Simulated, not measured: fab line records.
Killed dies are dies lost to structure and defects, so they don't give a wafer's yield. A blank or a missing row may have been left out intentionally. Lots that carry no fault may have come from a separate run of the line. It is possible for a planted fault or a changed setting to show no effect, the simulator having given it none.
Matching of chambers | flow n5_finfet | 3 sister chambers for N5_BEOL_M1_PECVD_72 on pecvd-03
The step deposits SiO2 from TEOS/O2, target thk 16 nm, time 18 s. 14 wafers are shown with their chamber, then 7 later ones without.

WAFERS WITH THEIR CHAMBER
wafer  | chamber | showerhead_plenum_p_Torr (Torr) | throttle_valve_pct (%) | heater_power_w (W)
L075.1 | 1       | 8.91                            | 23.6                   | 742
L075.3 | 2       | 8.78                            | 22.3                   | 704
L075.5 | 1       | 8.92                            | 23.8                   | 738
L078.1 | 0       | 8.94                            | 22.6                   | 822
L078.5 | 1       | 8.92                            | 23.7                   | 617
L078.6 | 0       | 8.95                            | 22.6                   | 805
L080.2 | 1       | 8.90                            | 24.1                   | 706
L080.3 | 2       | 8.74                            | 22.3                   | 648
L080.6 | 0       | 8.93                            | 23.1                   | 838
L085.2 | 2       | 8.78                            | 22.4                   | 726
L085.3 | 0       | 8.92                            | 22.8                   | 841
L085.4 | 1       | 8.90                            | 23.9                   | 674
L087.2 | 0       | 8.91                            | 22.8                   | 818
L087.3 | 0       | 8.90                            | 23.1                   | 792

SIGNATURES (averages over the wafers above)
reading                  | chamber 0 | chamber 1 | chamber 2 | scatter within a chamber
showerhead_plenum_p_Torr | 8.9250    | 8.9100    | 8.7667    | 0.0171
throttle_valve_pct       | 22.833    | 23.820    | 22.333    | 0.193
heater_power_w           | 819.33    | 695.40    | 692.67    | 37.8
Rule: distance of a wafer from a chamber = root of the sum over the readings of ((wafer's reading minus chamber's mean) / reading's scatter) squared. If the next closest chamber is less than 2 further off than the closest, the wafer can't be placed; otherwise it belongs to the closest. The scatter: the root of (the sum of the squares of (reading less its chamber's mean) over the shown wafers, divided by (wafers less chambers)).

WAFERS WITHOUT THEIR CHAMBER
wafer  | showerhead_plenum_p_Torr (Torr) | throttle_valve_pct (%) | heater_power_w (W)
L087.5 | 8.92                            | 22.9                   | 787
L089.1 | 8.91                            | 23.1                   | 753
L089.2 | 8.92                            | 24.0                   | 665
L089.3 | 8.94                            | 23.0                   | 745
L090.1 | 8.92                            | 23.0                   | 701
L090.5 | 8.93                            | 23.2                   | 715
L090.6 | 8.92                            | 23.8                   | 752

CHAMBER TAKEN BY EACH
wafer  | from the rows above     | in truth
L087.5 | 0                       | 0
L089.1 | can't be placed: 0 or 1 | 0
L089.2 | 1                       | 1
L089.3 | 0                       | 0
L090.1 | can't be placed: 0 or 1 | 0
L090.5 | can't be placed: 0 or 1 | 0
L090.6 | 1                       | 1
Correct placement for 4 of the 7. Unplaceable from these rows: 3, with the true chamber sitting among the candidates in 3. Wrongly placed: 0.
